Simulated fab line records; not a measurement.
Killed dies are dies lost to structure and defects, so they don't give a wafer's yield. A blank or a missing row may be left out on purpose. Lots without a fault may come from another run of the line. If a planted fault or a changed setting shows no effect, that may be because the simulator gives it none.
Matching of chambers / flow nand harc / NHARC_A_CONTACT_DEP_58 on pecvd-04: 3 sister chambers
The step deposits SiON, target thk 60 nm. 14 wafers are shown with their chamber, then 7 later ones without.

== WAFERS PAIRED WITH THEIR CHAMBERS ==
wafer=L078.2; chamber=2; heater power w (W)=678; susceptor temp C (C)=400.10
wafer=L078.4; chamber=2; heater power w (W)=661; susceptor temp C (C)=400.46
wafer=L078.5; chamber=0; heater power w (W)=786; susceptor temp C (C)=399.76
wafer=L079.4; chamber=1; heater power w (W)=707; susceptor temp C (C)=400.03
wafer=L079.5; chamber=2; heater power w (W)=732; susceptor temp C (C)=400.17
wafer=L079.6; chamber=0; heater power w (W)=839; susceptor temp C (C)=399.84
wafer=L080.4; chamber=1; heater power w (W)=731; susceptor temp C (C)=399.65
wafer=L080.5; chamber=0; heater power w (W)=822; susceptor temp C (C)=400.22
wafer=L080.6; chamber=2; heater power w (W)=648; susceptor temp C (C)=400.21
wafer=L085.1; chamber=0; heater power w (W)=848; susceptor temp C (C)=399.87
wafer=L085.2; chamber=2; heater power w (W)=658; susceptor temp C (C)=399.91
wafer=L085.5; chamber=2; heater power w (W)=650; susceptor temp C (C)=399.95
wafer=L088.1; chamber=2; heater power w (W)=712; susceptor temp C (C)=400.09
wafer=L088.5; chamber=0; heater power w (W)=785; susceptor temp C (C)=400.34

SIGNATURES (means of the wafers above)
reading=heater power w; chamber 0=816.00; chamber 1=719.00; chamber 2=677.00; scatter within a chamber=30.4
reading=susceptor temp C; chamber 0=400.0060; chamber 1=399.8400; chamber 2=400.1271; scatter within a chamber=0.221
Rule: distance of a wafer from a chamber = root of the sum over the readings of ((wafer's reading minus chamber's mean) / reading's scatter) squared. If the next closest chamber is less than 2 further off than the closest, the wafer can't be placed; otherwise it belongs to the closest. The scatter: take each reading less its chamber's mean, square it, sum over the shown wafers, divide by the number of wafers less the number of chambers, and take the root.

== WAFERS WITHOUT THEIR CHAMBER ==
wafer=L088.6; heater power w (W)=737; susceptor temp C (C)=399.96
wafer=L091.1; heater power w (W)=819; susceptor temp C (C)=400.05
wafer=L091.4; heater power w (W)=678; susceptor temp C (C)=400.12
wafer=L091.5; heater power w (W)=794; susceptor temp C (C)=400.00
wafer=L093.2; heater power w (W)=728; susceptor temp C (C)=400.34
wafer=L093.3; heater power w (W)=685; susceptor temp C (C)=399.80
wafer=L093.6; heater power w (W)=728; susceptor temp C (C)=399.97

== EACH ONE'S CHAMBER ==
wafer=L088.6; from the rows above=can't be placed: 1 or 2 or 0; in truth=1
wafer=L091.1; from the rows above=0; in truth=0
wafer=L091.4; from the rows above=can't be placed: 2 or 1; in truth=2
wafer=L091.5; from the rows above=can't be placed: 0 or 1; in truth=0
wafer=L093.2; from the rows above=can't be placed: 2 or 1 or 0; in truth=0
wafer=L093.3; from the rows above=can't be placed: 1 or 2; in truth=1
wafer=L093.6; from the rows above=can't be placed: 1 or 2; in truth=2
Correct placement for 1 of the 7. Cannot be placed on the basis of these rows: 6; the candidates contain the true chamber in 6. Placed wrongly: 0.
